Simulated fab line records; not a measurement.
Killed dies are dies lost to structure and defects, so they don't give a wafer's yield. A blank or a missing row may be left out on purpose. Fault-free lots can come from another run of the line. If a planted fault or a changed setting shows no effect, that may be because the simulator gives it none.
Chamber matching | flow nand harc | 4 sister chambers for NHARC_P_GATE_STRIP_108 on rie diel-08
The step strips in O2. 4 wafers are shown with their chamber, then 8 later ones without.

## WAFERS PAIRED WITH THEIR CHAMBERS
wafer  | chamber | showerhead plenum p Torr (Torr)
L090.6 | 1       | 3.69
L092.1 | 3       | 3.49
L092.4 | 0       | 3.60
L094.3 | 2       | 3.34

## WAFERS WHOSE CHAMBER IS MISSING
wafer  | showerhead plenum p Torr (Torr)
L094.4 | 3.68
L094.6 | 3.34
L095.1 | 3.34
L095.4 | 3.49
L095.5 | 3.49
L097.3 | 3.68
L097.4 | 3.60
L097.6 | 3.49

## WHICH CHAMBER EACH WENT THROUGH
wafer  | from the rows above | in truth
L094.4 | 1                   | 1
L094.6 | 2                   | 2
L095.1 | 2                   | 2
L095.4 | 3                   | 3
L095.5 | 3                   | 3
L097.3 | 1                   | 1
L097.4 | 0                   | 0
L097.6 | 3                   | 3
8 of 8 placed correctly. Left unplaced by these rows: 0. Placed wrongly: 0.
How it was worked out, from the rows above alone: a wafer's distance from a chamber is the root of the sum, over the readings, of the square of ((its reading less the chamber's mean) divided by the reading's scatter). The wafer belongs to the nearest chamber; if the next one is less than 2 further off, it can't be placed. The mean given for a chamber averages the wafers shown for that chamber. The scatter (one wafer shown for each chamber): square how far every hidden wafer sits from the nearest shown wafer, average those squares and take the square root.
